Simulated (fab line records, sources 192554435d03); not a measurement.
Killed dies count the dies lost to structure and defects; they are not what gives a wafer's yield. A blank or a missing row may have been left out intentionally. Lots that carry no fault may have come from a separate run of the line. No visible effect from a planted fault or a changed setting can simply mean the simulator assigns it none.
Lot-split experiment ; flow n5-finfet ; 7 lots, 21 wafers read, on a route of 1938 steps

THE SPLIT
At N5_BEOL_M1_EXPOSE_25 (exposes mask V0, defocus 5 nm, target cd 24 nm), the setting dose-mj was moved away from the recipe's 63 on 8 of the 21 wafers read, by -5.9% to +5.8%. For the rest of the wafers, this setting stayed at what the recipe calls for.

FROM THE SPLIT TO THE READING: what the file shows between them, 2 steps
- N5_BEOL_M1_PEB_26: peb time 60 s
- N5_BEOL_M1_DEVELOP_27: develop time 30 s

THE READING
cd-nm, in nm, at N5_BEOL_M1_CD_MEAS_28 (target cd y 23.3 nm). On this fab line, fault-free wafers typically give 24.10 nm with a standard deviation of 0.26 nm.

wafer;tool, chamber at the split;dose-mj as run;against the recipe;cd-nm, nm;against lot-mates on the recipe
L081.1;euv-scanner-02, 0;63;recipe;24.32;-
L081.3;euv-scanner-02, 0;63;recipe;24.00;-
L081.6;euv-scanner-02, 0;59.57;-5.4%;23.60;-0.56
L086.2;euv-scanner-02, 0;63;recipe;24.01;-
L086.5;euv-scanner-02, 0;63;recipe;24.34;-
L086.6;euv-scanner-02, 0;63;recipe;23.76;-
L087.3;euv-scanner-01, 0;66.15;+5.0%;24.97;+1.03
L087.4;euv-scanner-01, 0;63;recipe;23.70;-
L087.5;euv-scanner-01, 0;63;recipe;24.17;-
L093.1;euv-scanner-01, 0;64.84;+2.9%;24.89;no lot-mate on the recipe
L093.3;euv-scanner-01, 0;64.84;+2.9%;24.40;no lot-mate on the recipe
L093.4;euv-scanner-01, 0;64.84;+2.9%;24.69;no lot-mate on the recipe
L094.2;euv-scanner-01, 0;63;recipe;24.17;-
L094.3;euv-scanner-01, 0;63;recipe;23.84;-
L094.4;euv-scanner-01, 0;63;recipe;23.89;-
L095.1;euv-scanner-01, 0;59.27;-5.9%;23.00;-1.26
L095.3;euv-scanner-01, 0;59.27;-5.9%;22.80;-1.46
L095.4;euv-scanner-01, 0;63;recipe;24.26;-
L097.1;euv-scanner-01, 0;63;recipe;24.18;-
L097.2;euv-scanner-01, 0;63;recipe;24.06;-
L097.4;euv-scanner-01, 0;66.68;+5.8%;25.26;+1.14

FIT RESULTS
A straight line over all 21 wafers: cd-nm changes by +0.179 nm for each +1% of dose-mj; r = +0.93; the points scatter about the line by 0.23 nm.
The same after taking each lot's own level away (the mean of its wafers on the recipe; 18 wafers): +0.195 nm for each +1%; r = +0.94; scatter 0.22 nm.
That fit puts the effect of the largest move of dose-mj on the reading at 1.2 nm.
The span of the lots' own levels, 23.935 to 24.260 nm, comes to 1.2 times the standard deviation stated above.
The two slopes are in agreement: the lot-to-lot level therefore moves the slope only a little.
Check: for one of the wafers moved furthest among these (-5.9%), held out of the fit, the line's prediction against its lot-mates is -1.11 nm. Against them it came out at -1.26 nm.

ADDITIONAL SPLITS CARRIED BY THESE WAFERS
Other splits were also applied to these wafers ahead of the reading. Each is held against what the fit with the lots' levels taken away leaves over:
other split on the same wafers;wafers away from the commonest value;r with cd-nm (lot level and that fit taken away)
N5_MOL_CONTACT_COAG_EXPOSE_05 dose-mj;8;+0.05
N5_BEOL_M0_SAQP_HM_DEP_02 target-thk-a;5;-0.09
N5_BEOL_M0_SAQP_COAT_82 spin-rpm;6;-0.50
N5_BEOL_M0_SAQP_SPACER1_ALD_98 temp-c;8;-0.10
N5_BEOL_M1_PECVD_72 time-s;11;-0.21
N5_BEOL_M1_COAT_05 spin-rpm;7;+0.15

THE FILE'S OWN FIT
cd-nm changes by +0.185 nm for each +1% of dose-mj, r = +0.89.
